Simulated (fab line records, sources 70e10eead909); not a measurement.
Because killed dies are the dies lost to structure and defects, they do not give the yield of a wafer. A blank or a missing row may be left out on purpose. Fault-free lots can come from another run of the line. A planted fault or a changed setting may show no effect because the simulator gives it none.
A lot that was struck, set against a sound lot / flow nand_harc / 15 out of 1302 route steps
Sound: the wafers L192.1, L192.5, L192.6. Struck: wafers L201.4, L201.5, L201.6. At the end, the cause is stated.
At each step with rows: each side's tool, then ch and its chambers, then its first start. Under that, the readings that differ: sound wafers / struck wafers / difference of the means / sigmas: that difference in standard deviations of wafers without a fault.
alike: readings with means less than 2 such deviations apart, plus words and numbers identical on both sides. not compared: withheld readings, readings lacking a value on some wafer, bounds such as >300 that could conceal the same value, and numbers that have no deviation in the record and whose values overlap.
Wherever a step has rows on one side only, a row that says differs or no value, or a row with sigmas, the two part there. When numbers do not overlap yet have no deviation, they are printed without sigmas and do not part them. A reading missing from all wafers of one side parts the sides only when that side holds two or more wafers.

first, 9 steps without rows for these wafers: NHARC_P_ZERO_WELL_STRIP_15 (strips in SPM, time 900 s); NHARC_P_ZERO_WELL_DEHYDRATE_16 (time 120 s); NHARC_P_ZERO_WELL_HMDS_17 (time 30 s); NHARC_P_ZERO_WELL_COAT_18; NHARC_P_ZERO_WELL_SOFTBAKE_19 (time 95 s); NHARC_P_ZERO_WELL_EBR_20; NHARC_P_ZERO_WELL_EXPOSE_21 (exposes mask P NWELL, target cd 720 nm); NHARC_P_ZERO_WELL_PEB_22 (peb time 85 s); NHARC_P_ZERO_WELL_DEVELOP_23 (time 70 s).
NHARC_P_ZERO_WELL_CD_MEAS_24: target cd 720 nm.
  sound on cd_sem-03 ch 0, day 4 10:29; struck on cd_sem-01 ch 0, day 8 04:50
  alike: cd_nm
then, 1 step without rows for these wafers: NHARC_P_ZERO_WELL_HARDBAKE_25 (time 80 s).
NHARC_P_ZERO_WELL_DESCUM_26: chemistry O2, time 3 s.
  sound on rie_diel-08 ch 0,1,3, day 4 10:41; struck on rie_diel-08 ch 2,3, day 8 05:11
reading=rf_vpp_V (V); sound=56.1 56.5 55.3; struck=58.8 57.8 58.3; difference=+2.3; sigmas=+2
  alike: drypump_motor_current_A, oes_product_au, showerhead_plenum_p_Torr, throttle_valve_pct
  not compared: rf_hours_counter_h
NHARC_P_ZERO_WELL_IMPLANT_27:
  sound on implanter-01 ch 0, day 4 10:49; struck on implanter-02 ch 0, day 8 05:49
after that, 1 step had no rows for these wafers: NHARC_P_ZERO_WELL_IMPLANT_57.
-- record jumps: 23 days between struck wafers' starts before vs after; left off in module P_ZERO_WELL, resumes in module END, first step shown is number 1302 of the route --
NHARC_END_SORT_01:
  here the record holds rows for the struck wafers (prober-02 ch 0, day 31 04:57) but none for the sound ones

== WHERE THEY PART ==
Last at NHARC_END_SORT_01 as far as this record goes, first at NHARC_P_ZERO_WELL_DESCUM_26.

WHY: whatever the simulator had introduced
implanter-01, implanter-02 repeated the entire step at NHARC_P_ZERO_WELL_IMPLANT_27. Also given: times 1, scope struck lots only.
